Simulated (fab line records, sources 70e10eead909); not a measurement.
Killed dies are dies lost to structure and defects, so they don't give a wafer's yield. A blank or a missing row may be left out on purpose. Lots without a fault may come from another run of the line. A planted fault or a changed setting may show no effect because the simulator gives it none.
Problem report in the 8D (eight disciplines) form, filled by code | flow nand_harc | the parts of the form that need people (team, actions taken, sign-off) are left out

1. THE PROBLEM
run_length_s at NHARC_A_DECK1_JOINT_ETCHBACK_07 reads a mean of 43.9 s on 5 wafers of 3 lots; wafers without a fault read 48.2 s with a standard deviation of 0.41. That is -10 standard deviations from the usual mean.
The step: etches the open film in HBr, target depth 105 nm, time 26.9 s.
First seen on wafer L203.2, day 16 04:59, on rie_si-04. The record holds 38 wafers of 13 lots with a number at this step. Rule for "out", or "out of limits": more than 4 standard deviations from the usual mean. The other wafers with a number count as sound.

2. WHAT IT IS AND WHAT IT IS NOT
question                    | is                                     | is not
which readings at this step | run_length_s                           | drypump_motor_current_A, oes_product_au, throttle_valve_pct
which lots                  | L203, L205, L206                       | L191, L192, L194, L195, L196, L198, L201, L202, L204, L213
which wafers of those lots  | L203.1, L203.2, L205.1, L205.2, L206.1 | L203.6, L205.6, L206.6
read on which tools         | rie_si-04                              | rie_si-02, rie_si-03
when                        | from day 16 04:59                      | up to then (25 sound wafers); but 8 sound wafers of L204, L205, L206, L213 came after

3. SUSPECTS, AND WHAT RULES EACH OUT
Counting: a tool at a process step up to the reading stays a suspect if it ran every lot that is out. Sound lots after the first of them don't rule it out here, since some wafers of a struck lot are sound.
- rie_si-04 at NHARC_A_DECK1_JOINT_ETCHBACK_07 (etches the open film in HBr, target depth 105 nm, time 26.9 s): kept. It ran every lot that is out, first L203 (day 16 04:59); its last sound lot up to then is L202 (day 15 17:22). Its own readings are out on those wafers: run_length_s.
Left after counting: rie_si-04 at NHARC_A_DECK1_JOINT_ETCHBACK_07.

4. THE CAUSE (what the simulator had put in)
Process parameter drift: rie_si-04, from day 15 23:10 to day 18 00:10, at NHARC_A_DECK1_JOINT_ETCHBACK_07. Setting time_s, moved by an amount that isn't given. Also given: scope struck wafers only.
Counting left only this tool.

5. THE CHAIN OF EFFECTS, in route order
Each row: a reading whose mean over the struck wafers that have a number lies more than 3 standard deviations from the usual. Only readings for which the record gives a usual standard deviation are gone through. hours: the time from each lot's start at the first step in this table that gives one to its start at this step, as a median over the lots. sigmas: the change in usual standard deviations.
hours | step                            | reading      | usual  | on struck wafers | change | sigmas
0     | NHARC_A_DECK1_JOINT_ETCHBACK_07 | run_length_s | 48.2 s | 43.9             | -4.3   | -10
The process steps in it:
- NHARC_A_DECK1_JOINT_ETCHBACK_07: etches the open film in HBr, target depth 105 nm, time 26.9 s.
Later measuring or inspecting steps at which every struck wafer that the step has a row for has a number for every such reading, and none has moved that far: NHARC_A_DECK1_JOINT_THK_MEAS_14, NHARC_END_SORT_01.

6. WHAT WOULD HAVE CAUGHT IT SOONER
In this record the first reading out of limits was taken at day 16 04:59, 6 hours after the fault began at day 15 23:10.
